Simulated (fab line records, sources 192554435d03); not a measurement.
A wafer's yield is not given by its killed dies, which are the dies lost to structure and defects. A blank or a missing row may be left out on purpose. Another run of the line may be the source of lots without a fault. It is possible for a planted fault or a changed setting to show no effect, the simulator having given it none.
What tool caused it? / flow n5_finfet / at 1 step of a route of 1938, 10 lots with 28 wafers sampled

WHAT THE GAUGES SHOWED, per wafer
N5_BEOL_M12_OVL_MEAS_29.
lot=L982; measured=day 10 20:08; on=overlay-01; M12_OVL (nm)=5 0 4
lot=L984; measured=day 12 00:55; on=overlay-01; M12_OVL (nm)=-7 -9 -12
lot=L986; measured=day 12 08:01; on=overlay-02; M12_OVL (nm)=8 -3 -5
lot=L987; measured=day 12 13:01; on=overlay-01; M12_OVL (nm)=-6 -3 -7
lot=L990; measured=day 13 04:20; on=overlay-02; M12_OVL (nm)=5 5
lot=L991; measured=day 13 12:40; on=overlay-01; M12_OVL (nm)=-8 -5
lot=L996; measured=day 14 10:11; on=overlay-01; M12_OVL (nm)=-2 10 0
lot=L997; measured=day 15 05:44; on=overlay-01; M12_OVL (nm)=3 4 7
lot=L998; measured=day 15 15:19; on=overlay-02; M12_OVL (nm)=11 -3 2
lot=L102; measured=day 16 06:17; on=overlay-02; M12_OVL (nm)=-12 -9 -4

TOOL THAT RAN EACH LOT (tool first, then ch and the chambers of the sampled wafers, then the start)
There is no process step in the record ahead of these readings.

THE ANSWER, worked out from the rows above alone
Rule: the usual values come from the lots themselves. Put in order of their means at a reading, lots are off if they are a third of the lots or fewer, leave a main group of 4 or more, and stand apart from it by a gap of 3 or more times the standard deviation of the main group's means; of several such gaps the widest counts. A main group whose means are all the same, to the digits that the tables above print for the reading, isn't used. A lot without any number at a reading at which 4 lots or more have one is off too. Any other lot the step has rows for is counted as sound.
Nothing can be told from this: no lot is off at any reading shown.

WHAT THE SIMULATOR HAD PUT IN
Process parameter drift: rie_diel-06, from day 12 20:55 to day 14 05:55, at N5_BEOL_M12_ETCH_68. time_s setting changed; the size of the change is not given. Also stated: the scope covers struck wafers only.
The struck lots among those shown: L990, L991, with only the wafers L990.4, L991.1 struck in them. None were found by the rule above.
